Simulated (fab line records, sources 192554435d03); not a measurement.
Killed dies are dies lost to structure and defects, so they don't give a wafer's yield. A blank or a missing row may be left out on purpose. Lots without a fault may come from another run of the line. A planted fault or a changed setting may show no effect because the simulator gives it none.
Chamber matching | flow n5_finfet | N5_BEOL_M0_STRIP_142 on rie_diel-01: 4 sister chambers
The step strips in N2/H2, time 10 s. 8 wafers are shown with their chamber, then 7 later ones without.

WAFERS WITH THEIR CHAMBER
wafer  | chamber | showerhead_plenum_p_Torr (Torr) | drypump_motor_current_A (A)
L194.3 | 1       | 2.38                            | 5.8
L196.1 | 3       | 2.61                            | 6.5
L196.6 | 2       | 2.72                            | 5.2
L197.2 | 2       | 2.71                            | 5.2
L197.4 | 0       | 2.66                            | 6.3
L197.5 | 1       | 2.38                            | 5.7
L209.1 | 3       | 2.60                            | 6.6
L209.3 | 0       | 2.65                            | 6.4

WAFERS WITHOUT THEIR CHAMBER
wafer  | showerhead_plenum_p_Torr (Torr) | drypump_motor_current_A (A)
L209.5 | 2.60                            | 6.6
L213.1 | 2.60                            | 6.6
L213.5 | 2.69                            | 5.8
L213.6 | 2.70                            | 5.2
L216.1 | 2.64                            | 6.3
L216.2 | 2.69                            | 5.2
L216.3 | 2.69                            | 5.8

WHICH CHAMBER EACH WENT THROUGH
wafer  | from the rows above     | in truth
L209.5 | 3                       | 3
L213.1 | 3                       | 3
L213.5 | can't be placed: 2 or 0 | 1
L213.6 | 2                       | 2
L216.1 | 0                       | 0
L216.2 | 2                       | 2
L216.3 | can't be placed: 2 or 0 | 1
Placed correctly: 5 of 7. Can't be placed from these rows: 2 (the true chamber is among the candidates in 0). Placed wrongly: 0.
How it was worked out, from the rows above alone: a wafer's distance from a chamber is the root of the sum, over the readings, of the square of ((its reading less the chamber's mean) divided by the reading's scatter). The wafer belongs to the nearest chamber; if the next one is less than 2 further off, it can't be placed. A chamber's mean is the mean of its shown wafers. The scatter: the root of (the sum of the squares of (reading less its chamber's mean) over the shown wafers, divided by (wafers less chambers)).
